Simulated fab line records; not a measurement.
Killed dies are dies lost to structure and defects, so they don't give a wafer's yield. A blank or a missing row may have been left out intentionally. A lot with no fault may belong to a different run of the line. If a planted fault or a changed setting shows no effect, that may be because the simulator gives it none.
What tool caused it?    flow n5 finfet    15 lots, 45 wafers sampled, at 4 steps of a route of 1938

## WHAT EACH GAUGE READ, for each wafer
N5_START_INSPECT_01: inspects for defects (unpatterned scan).
lot   measured     on                 raw defect count
L262  day 1 12:02  defect inspect-02  7 2 4
L263  day 1 18:02  defect inspect-01  6 6 4
L264  day 2 00:02  defect inspect-01  6 4 2
L265  day 2 06:02  defect inspect-02  8 10 5
L266  day 2 12:02  defect inspect-01  1 7 2
L270  day 3 12:02  defect inspect-01  6 8 2
L271  day 3 18:02  defect inspect-01  4 4 6
L272  day 4 00:02  defect inspect-02  9 6 3
L277  day 5 06:02  defect inspect-01  5 3 7
L278  day 5 12:02  defect inspect-01  6 9 5
L279  day 5 18:02  defect inspect-01  5 5 7
L280  day 6 00:02  defect inspect-01  3 4 7
L281  day 6 06:02  defect inspect-01  4 6 8
L282  day 6 12:02  defect inspect-02  7 5 3
L283  day 6 18:02  defect inspect-01  4 4 8

N5_WELL_APT_INSPECT_38: inspects for defects (darkfield).
lot   measured     on                 raw defect count
L262  day 1 17:08  defect inspect-01  17 8 6
L263  day 1 23:04  defect inspect-01  16 9 11
L264  day 2 05:08  defect inspect-01  6 4 16
L265  day 2 10:49  defect inspect-02  20 13 7
L266  day 2 17:03  defect inspect-01  9 9 10
L277  day 5 11:00  defect inspect-01  5 12 10
L278  day 5 16:42  defect inspect-01  17 9 14
L279  day 5 22:47  defect inspect-01  8 5 15
L280  day 6 04:53  defect inspect-02  9 22 10
L281  day 6 11:04  defect inspect-01  16 13 10
L282  day 6 17:49  defect inspect-02  11 8 7
L283  day 6 22:51  defect inspect-02  13 6 3

N5_PMOS_HMC_CHANNEL_EPI_OVL_MEAS_10.
lot   measured     on          PMOS_HMC_BLK_OVL (nm)
L262  day 1 17:36  overlay-01  0.4 -0.6 0.1
L263  day 1 23:32  overlay-01  -0.6 0.1 2.0
L264  day 2 05:36  overlay-02  1.0 0.3 0.4
L265  day 2 11:18  overlay-02  -0.1 0.0 -0.4
L266  day 2 17:31  overlay-01  1.0 0.9 0.0
L277  day 5 11:28  overlay-02  0.3 1.6 1.2
L278  day 5 17:11  overlay-02  -0.5 -0.9 0.3
L279  day 5 23:16  overlay-02  1.1 1.3 1.5
L280  day 6 05:14  overlay-02  0.9 0.6 0.5
L281  day 6 11:32  overlay-02  0.8 1.3 1.8
L282  day 6 18:18  overlay-01  0.6 0.4 -0.6
L283  day 6 23:12  overlay-01  0.8 -0.4 0.1

## WHAT TOOL EACH LOT RAN ON (gives the tool, then ch and the chambers of the sampled wafers, and finally the start)
lot   N5_ZERO_LAYER_DEVELOP_10
L262  litho track-04 ch 0, day 1 12:39
L263  litho track-03 ch 0, day 1 18:32
L264  litho track-04 ch 0, day 2 00:40
L265  litho track-03 ch 0, day 2 06:39
L266  litho track-03 ch 0, day 2 12:32
L270  litho track-03, day 3 12:39
L271  litho track-04, day 3 18:32
L272  litho track-03, day 4 00:39
L277  litho track-04 ch 0, day 5 06:40
L278  litho track-05 ch 0, day 5 12:32
L279  litho track-05 ch 0, day 5 18:39
L280  litho track-04 ch 0, day 6 00:32
L281  litho track-03 ch 0, day 6 06:32
L282  litho track-03 ch 0, day 6 12:32
L283  litho track-03 ch 0, day 6 18:40
- N5_ZERO_LAYER_DEVELOP_10: develop time 60 s.

## AS READ BY THE TOOLS THEMSELVES (means over the sampled wafers that have a number; for cases with no such wafer, the mark the record gives instead)
N5_ZERO_LAYER_DEVELOP_10.
lot   tool            chill plate temp C (C)
L262  litho track-04  22.93
L263  litho track-03  23.07
L264  litho track-04  23.07
L265  litho track-03  22.92
L266  litho track-03  23.01
L270  litho track-03  -
L271  litho track-04  -
L272  litho track-03  -
L277  litho track-04  22.97
L278  litho track-05  23.04
L279  litho track-05  23.09
L280  litho track-04  22.96
L281  litho track-03  23.01
L282  litho track-03  23.02
L283  litho track-03  22.97

## THE ANSWER, worked out from the rows above alone
Rule: usual is defined by the lots themselves. Put in order of their means at a reading, lots are off if they are a third of the lots or fewer, leave a main group of 4 or more, and stand apart from it by a gap of 3 or more times the standard deviation of the main group's means; of several such gaps the widest counts. The tables above print the reading to a certain number of digits; a main group whose means all agree to those digits is not used. Also off: a lot with no number at a reading for which 4 or more lots have one. All remaining lots with rows at the step are treated as sound. First the gauges in route order, then the tools' own readings, where a lot's mean is used as printed above. At the first step where some lot is off, the reading lying furthest off is the one used; lots without a number count as furthest.
Off at N5_ZERO_LAYER_DEVELOP_10 (chill plate temp C): L270, L271, L272. Without a number there: L270, L271, L272. The main group has a mean of 23.00 C with a standard deviation of 0.054.
If a tool, at that step or one of the process steps before it, ran each lot that is off and ran no sound lot following the first of them, it fits. None of those tried fits.

## WHAT HAD BEEN PUT IN BY THE SIMULATOR
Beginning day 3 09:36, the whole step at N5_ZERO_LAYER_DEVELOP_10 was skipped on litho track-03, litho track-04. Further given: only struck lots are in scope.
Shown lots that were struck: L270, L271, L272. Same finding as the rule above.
